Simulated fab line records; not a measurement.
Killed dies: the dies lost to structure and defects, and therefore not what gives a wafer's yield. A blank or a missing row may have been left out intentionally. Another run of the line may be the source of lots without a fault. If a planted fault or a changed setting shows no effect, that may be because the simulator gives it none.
Split-lot study | flow n5_finfet | 21 wafers read from 7 lots, route of 1938 steps

== ON THE SPLIT ==
At N5_FIN_SAQP_PEB_14 (peb time 60 s), the setting peb_time_s was moved away from the recipe's 60 s on 5 of the 21 wafers read, by -11.0% to +19.2%. The other wafers ran this setting at the recipe's value.

== FROM SPLIT TO READING: 1 step shown by the file between the two ==
- N5_FIN_SAQP_DEVELOP_15: develop time 30 s

== THE READING ==
cd_nm, in nm, at N5_FIN_SAQP_CD_MEAS_16 (target cd 35.6 nm). Typical for fault-free wafers on this fab line: 35.7 nm, with standard deviation 0.35 nm.

wafer  | tool, chamber at the split | peb_time_s as run, s | against the recipe | cd_nm, nm | against lot-mates on the recipe
L075.1 | litho_track-05, 0          | 60                   | recipe             | 35.8      | -
L075.3 | litho_track-05, 0          | 60                   | recipe             | 35.8      | -
L075.4 | litho_track-05, 0          | 60                   | recipe             | 35.7      | -
L079.1 | litho_track-03, 0          | 53.38                | -11.0%             | 36.7      | +1.4
L079.2 | litho_track-03, 0          | 60                   | recipe             | 35.3      | -
L079.5 | litho_track-03, 0          | 53.38                | -11.0%             | 37.3      | +2.0
L082.1 | litho_track-05, 0          | 68.99                | +15.0%             | 33.9      | -1.6
L082.3 | litho_track-05, 0          | 60                   | recipe             | 35.4      | -
L082.5 | litho_track-05, 0          | 60                   | recipe             | 35.5      | -
L083.1 | litho_track-03, 0          | 60                   | recipe             | 36.0      | -
L083.2 | litho_track-03, 0          | 60                   | recipe             | 35.9      | -
L083.4 | litho_track-03, 0          | 60                   | recipe             | 35.7      | -
L087.1 | litho_track-03, 0          | 60                   | recipe             | 35.6      | -
L087.4 | litho_track-03, 0          | 60                   | recipe             | 35.5      | -
L087.6 | litho_track-03, 0          | 71.53                | +19.2%             | 33.2      | -2.3
L096.1 | litho_track-03, 0          | 60                   | recipe             | 35.2      | -
L096.5 | litho_track-03, 0          | 60                   | recipe             | 35.6      | -
L096.6 | litho_track-03, 0          | 69.85                | +16.4%             | 33.9      | -1.5
L097.1 | litho_track-03, 0          | 60                   | recipe             | 36.0      | -
L097.5 | litho_track-03, 0          | 60                   | recipe             | 35.3      | -
L097.6 | litho_track-03, 0          | 60                   | recipe             | 35.5      | -

FIT RESULTS
A straight line over all 21 wafers: cd_nm changes by -0.119 nm for each +1% of peb_time_s; r = -0.96; the points scatter about the line by 0.25 nm.
The same after taking each lot's own level away (the mean of its wafers on the recipe; 21 wafers): -0.12 nm for each +1%; r = -0.97; scatter 0.24 nm.
The reading moves by 2.3 nm for the largest change in peb_time_s, on that fit.
Measured against the standard deviation above, the lots' own levels, which go from 35.30 to 35.87 nm, span 1.6 times it.
Hence the lot-to-lot level has little effect on the slope; both slopes agree.
Check: -2.17 nm against its lot-mates is what the line predicts for one of the wafers moved furthest among these (+19.2%) when that wafer is left out of the fit. Against them it came out at -2.35 nm.

== ADDITIONAL SPLITS CARRIED BY THESE WAFERS ==
Note: prior to the reading, these wafers also went through further splits. Each is held against what the fit with the lots' levels taken away leaves over:
other split on the same wafers | wafers away from the commonest value | r with cd_nm (lot level and that fit taken away)
N5_WELL_APT_PEB_23 peb_time_s  | 7                                    | -0.07
N5_WELL_APT_DESCUM_30 time_s   | 6                                    | +0.05

== FILE'S OWN FIT ==
cd_nm changes by -0.116 nm for each +1% of peb_time_s, r = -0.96.
